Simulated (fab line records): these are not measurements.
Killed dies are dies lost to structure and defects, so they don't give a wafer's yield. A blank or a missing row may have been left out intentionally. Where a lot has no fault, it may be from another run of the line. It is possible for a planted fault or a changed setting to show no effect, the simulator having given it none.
Split-lot experiment    flow n5Finfet    7 lots, 21 wafers read, on a route of 1938 steps

== SPLIT DETAILS ==
At N5_HKMG_FIN_ETCH_32 (etches SOC in N2/H2, target depth 240 nm, time 300 s), the setting biasW was moved away from the recipe's 150 W on 7 of the 21 wafers read, by +4.9% to +14.7%. All remaining wafers had this setting at the recipe value.

The reading comes from the split's own step.

== THE READING ==
rfVppV, in V, at N5_HKMG_FIN_ETCH_32 (etches SOC in N2/H2, target depth 240 nm, time 300 s). A value of 524.7 V with a standard deviation of 2.3 V is what fault-free wafers of this fab line usually give.

wafer   tool, chamber at the split  biasW as run, W  against the recipe  rfVppV, V  against lot-mates on the recipe
L077.1  rieDiel-03, 1               150              recipe              525.9      -
L077.4  rieDiel-03, 0               150              recipe              527.2      -
L077.5  rieDiel-03, 2               150              recipe              527.0      -
L081.1  rieDiel-03, 0               164.7            +9.8%               558.3      +30.6
L081.3  rieDiel-03, 2               150              recipe              526.3      -
L081.6  rieDiel-03, 3               150              recipe              529.1      -
L083.1  rieDiel-04, 1               150              recipe              523.8      -
L083.2  rieDiel-04, 2               171.5            +14.3%              571.0      +47.2
L083.4  rieDiel-04, 3               171.5            +14.3%              568.6      +44.8
L084.1  rieDiel-04, 0               150              recipe              521.7      -
L084.4  rieDiel-04, 2               172              +14.7%              570.4      +48.3
L084.6  rieDiel-04, 0               150              recipe              522.5      -
L089.3  rieDiel-03, 3               150              recipe              529.0      -
L089.4  rieDiel-03, 2               161.6            +7.7%               552.6      +23.6
L089.5  rieDiel-03, 2               161.6            +7.7%               552.4      +23.4
L093.1  rieDiel-04, 3               150              recipe              522.9      -
L093.5  rieDiel-04, 2               150              recipe              524.1      -
L093.6  rieDiel-04, 3               150              recipe              522.2      -
L095.4  rieDiel-02, 3               150              recipe              522.8      -
L095.5  rieDiel-02, 0               150              recipe              522.4      -
L095.6  rieDiel-02, 1               157.3            +4.9%               537.2      +14.6

THE FIT
A straight line over all 21 wafers: rfVppV changes by +3.2 V for each +1% of biasW; r = +0.99; the points scatter about the line by 2.6 V.
The same after taking each lot's own level away (the mean of its wafers on the recipe; 21 wafers): +3.2 V for each +1%; r = +1.00; scatter 0.93 V.
According to that fit, moving biasW by its largest amount changes the reading by 47 V.
Measured against the standard deviation above, the lots' own levels, which go from 522.10 to 529.00 V, span 3.0 times it.
Consequently the slope shifts little with the lot-to-lot level, the two slopes agreeing.
Check: +46.3 V against its lot-mates is what the line predicts for one of the wafers moved furthest among these (+14.7%) when that wafer is left out of the fit. Against them it came out at +48.3 V.
Tool readings at the split's step, against how far the setting was moved: rfVppV r = +0.99.

== OTHER SPLITS ON THESE WAFERS ==
Other splits were also applied to these wafers ahead of the reading. Each is held against what the fit with the lots' levels taken away leaves over:
other split on the same wafers  wafers away from the commonest value  r with rfVppV (lot level and that fit taken away)
N5_SDB_COAT_05 spinRpm          6                                     +0.23

== THE WHOLE CHAIN: every reading that the file lists as answering this split, in the file's order ==
step                 what it does                                          reading                                                                           change (the file's fit)                r (the file's)
N5_HKMG_FIN_ETCH_32  etches SOC in N2/H2, target depth 240 nm, time 300 s  rfVppV                                                                            +3.2 V for each +1% of the setting     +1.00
N5_HKMG_FIN_ETCH_32  etches SOC in N2/H2, target depth 240 nm, time 300 s  SiARC_of_HKMG_FIN_COAT_30.thkNm (the simulator's own value, which no gauge read)  -0.166 nm for each +1% of the setting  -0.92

== FILE'S OWN FIT ==
rfVppV changes by +3.2 V for each +1% of biasW, r = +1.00.
